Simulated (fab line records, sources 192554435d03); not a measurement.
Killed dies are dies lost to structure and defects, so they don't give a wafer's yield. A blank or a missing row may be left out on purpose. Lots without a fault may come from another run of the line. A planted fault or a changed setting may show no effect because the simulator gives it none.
Which tool did it? | flow n5_finfet | 10 lots, 30 wafers sampled, at 4 steps of a route of 1938

WHAT THE GAUGES READ, wafer by wafer
N5_BEOL_M7_RS_MEAS_57: measures by four-point-probe.
lot  | measured     | on            | M7_RS (ohm/sq)
L075 | day 9 07:25  | film_metro-02 | 0.278 0.293 0.291
L077 | day 9 15:32  | film_metro-02 | 0.292 0.286 0.288
L080 | day 10 07:55 | film_metro-02 | 0.278 0.274 0.290
L082 | day 11 02:42 | film_metro-01 | 0.286 0.279 0.283
L085 | day 12 05:06 | film_metro-02 | 0.294 0.281 0.276
L086 | day 12 15:22 | film_metro-02 | 0.279 0.276 0.286
L090 | day 13 17:10 | film_metro-02 | 0.285 0.284 0.285
L091 | day 13 21:36 | film_metro-02 | 0.295 0.282 0.272
L094 | day 15 00:39 | film_metro-02 | 0.295 0.282 0.274
L095 | day 15 03:32 | film_metro-02 | 0.269 0.279 0.283

WHICH TOOL RAN EACH LOT (tool, then ch and the chambers of the sampled wafers, then the start)
lot  | N5_BEOL_M6_TRENCH_ETCH_37                     | N5_BEOL_M6_SURFACE_TREAT_79  | N5_BEOL_M7_SPUTTER_48
L075 | rie_diel-05 ch 0,2,3, day 8 23:20 or earlier  | pvd_sputter-03, day 8 23:20  | pvd_sputter-02, day 9 06:29
L077 | rie_diel-05 ch 0,2,3, day 9 03:44 or earlier  | pvd_sputter-02, day 9 03:44  | pvd_sputter-03, day 9 14:35
L080 | rie_diel-03 ch 0,1, day 9 21:22 or earlier    | pvd_sputter-03, day 9 21:22  | pvd_sputter-01, day 10 06:59
L082 | rie_diel-04 ch 0,2, day 10 16:22 or earlier   | pvd_sputter-03, day 10 16:22 | pvd_sputter-01, day 11 01:20
L085 | rie_diel-05 ch 1,2,3, day 11 15:07 or earlier | pvd_sputter-01, day 11 15:07 | pvd_sputter-02, day 12 03:07
L086 | rie_diel-03 ch 0,3, day 12 02:45 or earlier   | pvd_sputter-01, day 12 02:45 | pvd_sputter-01, day 12 14:23
L090 | rie_diel-04 ch 1,2,3, day 13 08:37 or earlier | pvd_sputter-01, day 13 08:37 | pvd_sputter-02, day 13 16:09
L091 | rie_diel-03 ch 0,2, day 13 12:08 or earlier   | pvd_sputter-03, day 13 12:08 | pvd_sputter-03, day 13 20:35
L094 | rie_diel-03 ch 0,3, day 14 14:14 or earlier   | pvd_sputter-02, day 14 14:14 | pvd_sputter-01, day 14 23:26
L095 | rie_diel-03 ch 0,3, day 14 18:35 or earlier   | pvd_sputter-02, day 14 18:35 | pvd_sputter-03, day 15 02:22
- N5_BEOL_M6_TRENCH_ETCH_37: etches SiCOH lowk in C4F6/O2, target depth 94.435 nm, time 31.5 s.
- N5_BEOL_M6_SURFACE_TREAT_79
- N5_BEOL_M7_SPUTTER_48: material Cu, target thk 10 nm, time 1.667 s.

THE ANSWER, worked out from the rows above alone
Rule: what is usual is taken from the lots themselves. Put in order of their means at a reading, lots are off if they are a third of the lots or fewer, leave a main group of 4 or more, and stand apart from it by a gap of 3 or more times the standard deviation of the main group's means; of several such gaps the widest counts. A main group whose means are all the same, to the digits that the tables above print for the reading, isn't used. A lot without any number at a reading at which 4 lots or more have one is off too. The other lots that the step has rows for count as sound.
No lot is off at any reading shown: from this, nothing can be told.

WHAT THE SIMULATOR HAD PUT IN
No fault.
